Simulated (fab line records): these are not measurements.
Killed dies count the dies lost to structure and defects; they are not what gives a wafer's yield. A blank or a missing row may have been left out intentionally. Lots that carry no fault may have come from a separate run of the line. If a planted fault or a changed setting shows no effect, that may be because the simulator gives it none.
Split-lot experiment :: flow n5 finfet :: on a route of 1938 steps: 7 lots, 21 wafers read

## THE SPLIT
At N5_BEOL_M0_ETCH_138 (etches SiCN in CH3F/O2, target depth 12 nm, time 31.6 s), the setting source w was moved away from the recipe's 395 W on 10 of the 21 wafers read, by -17.7% to +9.4%. This setting was run at the recipe's value on the other wafers.

The reading comes from the split's own step.

## THE READING
rf vpp V, in V, at N5_BEOL_M0_ETCH_138 (etches SiCN in CH3F/O2, target depth 12 nm, time 31.6 s). A value of 297.2 V with a standard deviation of 2 V is what fault-free wafers of this fab line usually give.

wafer: L080.2
tool, chamber at the split: rie diel-05, 0
source w as run, W: 395
against the recipe: recipe
rf vpp V, V: 294.3
against lot-mates on the recipe: -

wafer: L080.3
tool, chamber at the split: rie diel-05, 3
source w as run, W: 331.8
against the recipe: -16.0%
rf vpp V, V: 314.5
against lot-mates on the recipe: +16.9

wafer: L080.4
tool, chamber at the split: rie diel-05, 1
source w as run, W: 395
against the recipe: recipe
rf vpp V, V: 301.0
against lot-mates on the recipe: -

wafer: L084.1
tool, chamber at the split: rie diel-05, 3
source w as run, W: 395
against the recipe: recipe
rf vpp V, V: 297.6
against lot-mates on the recipe: -

wafer: L084.3
tool, chamber at the split: rie diel-05, 0
source w as run, W: 395
against the recipe: recipe
rf vpp V, V: 293.0
against lot-mates on the recipe: -

wafer: L084.4
tool, chamber at the split: rie diel-05, 1
source w as run, W: 429.1
against the recipe: +8.6%
rf vpp V, V: 291.9
against lot-mates on the recipe: -3.4

wafer: L091.2
tool, chamber at the split: rie diel-05, 1
source w as run, W: 335.2
against the recipe: -15.1%
rf vpp V, V: 315.7
against lot-mates on the recipe: +16.8

wafer: L091.4
tool, chamber at the split: rie diel-05, 1
source w as run, W: 395
against the recipe: recipe
rf vpp V, V: 298.9
against lot-mates on the recipe: -

wafer: L091.6
tool, chamber at the split: rie diel-05, 3
source w as run, W: 335.2
against the recipe: -15.1%
rf vpp V, V: 313.2
against lot-mates on the recipe: +14.3

wafer: L093.1
tool, chamber at the split: rie diel-05, 0
source w as run, W: 432.1
against the recipe: +9.4%
rf vpp V, V: 286.3
against lot-mates on the recipe: no lot-mate on the recipe

wafer: L093.3
tool, chamber at the split: rie diel-05, 1
source w as run, W: 432.1
against the recipe: +9.4%
rf vpp V, V: 290.2
against lot-mates on the recipe: no lot-mate on the recipe

wafer: L093.5
tool, chamber at the split: rie diel-05, 1
source w as run, W: 432.1
against the recipe: +9.4%
rf vpp V, V: 291.3
against lot-mates on the recipe: no lot-mate on the recipe

wafer: L095.1
tool, chamber at the split: rie diel-06, 0
source w as run, W: 395
against the recipe: recipe
rf vpp V, V: 298.6
against lot-mates on the recipe: -

wafer: L095.3
tool, chamber at the split: rie diel-06, 1
source w as run, W: 369.4
against the recipe: -6.5%
rf vpp V, V: 303.3
against lot-mates on the recipe: +4.7

wafer: L095.6
tool, chamber at the split: rie diel-06, 3
source w as run, W: 369.4
against the recipe: -6.5%
rf vpp V, V: 304.3
against lot-mates on the recipe: +5.7

wafer: L096.1
tool, chamber at the split: rie diel-05, 3
source w as run, W: 395
against the recipe: recipe
rf vpp V, V: 297.3
against lot-mates on the recipe: -

wafer: L096.2
tool, chamber at the split: rie diel-05, 2
source w as run, W: 324.9
against the recipe: -17.7%
rf vpp V, V: 319.5
against lot-mates on the recipe: +21.0

wafer: L096.4
tool, chamber at the split: rie diel-05, 1
source w as run, W: 395
against the recipe: recipe
rf vpp V, V: 299.6
against lot-mates on the recipe: -

wafer: L097.1
tool, chamber at the split: rie diel-05, 3
source w as run, W: 395
against the recipe: recipe
rf vpp V, V: 296.5
against lot-mates on the recipe: -

wafer: L097.2
tool, chamber at the split: rie diel-05, 2
source w as run, W: 395
against the recipe: recipe
rf vpp V, V: 298.8
against lot-mates on the recipe: -

wafer: L097.3
tool, chamber at the split: rie diel-05, 0
source w as run, W: 395
against the recipe: recipe
rf vpp V, V: 294.4
against lot-mates on the recipe: -

THE FIT
A straight line over all 21 wafers: rf vpp V changes by -1.04 V for each +1% of source w; r = -0.97; the points scatter about the line by 2.4 V.
The same after taking each lot's own level away (the mean of its wafers on the recipe; 18 wafers): -0.993 V for each +1%; r = -0.96; scatter 2.3 V.
The reading moves by 18 V for the largest change in source w, on that fit.
The span of the lots' own levels, 295.30 to 298.90 V, comes to 1.8 times the standard deviation stated above.
Hence the lot-to-lot level has little effect on the slope; both slopes agree.
Check: with one of the wafers moved furthest among these (-17.7%) left out of the fit, the line predicts +17 V for it against its lot-mates. It came out at +21 V against them.
Tool readings at the split's step, against how far the setting was moved: rf vpp V r = -0.97.

## THE OTHER SPLITS THESE WAFERS WENT THROUGH
Before the reading, these wafers also passed through other splits. Each is held against what the fit with the lots' levels taken away leaves over:
other split on the same wafers: N5_SD_EPI_N_ETCH_16 target depth a
wafers away from the commonest value: 6
r with rf vpp V (lot level and that fit taken away): -0.13

other split on the same wafers: N5_HKMG_FIN_HK_ALD_01 ald cycles
wafers away from the commonest value: 3
r with rf vpp V (lot level and that fit taken away): +0.10

other split on the same wafers: N5_HKMG_FIN_EXPOSE_46 dose mj
wafers away from the commonest value: 9
r with rf vpp V (lot level and that fit taken away): -0.44

other split on the same wafers: N5_GATE_CUT_ALD_22 ald cycles
wafers away from the commonest value: 7
r with rf vpp V (lot level and that fit taken away): +0.19

other split on the same wafers: N5_MOL_CONTACT_COAG_EXPOSE_81 dose mj
wafers away from the commonest value: 4
r with rf vpp V (lot level and that fit taken away): -0.20

other split on the same wafers: N5_BEOL_M0_SAQP_COAT_08 spin rpm
wafers away from the commonest value: 6
r with rf vpp V (lot level and that fit taken away): -0.32

other split on the same wafers: N5_BEOL_M0_SAQP_DESCUM_19 time s
wafers away from the commonest value: 12
r with rf vpp V (lot level and that fit taken away): +0.02

## FILE'S OWN FIT
rf vpp V changes by -1.03 V for each +1% of source w, r = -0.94.
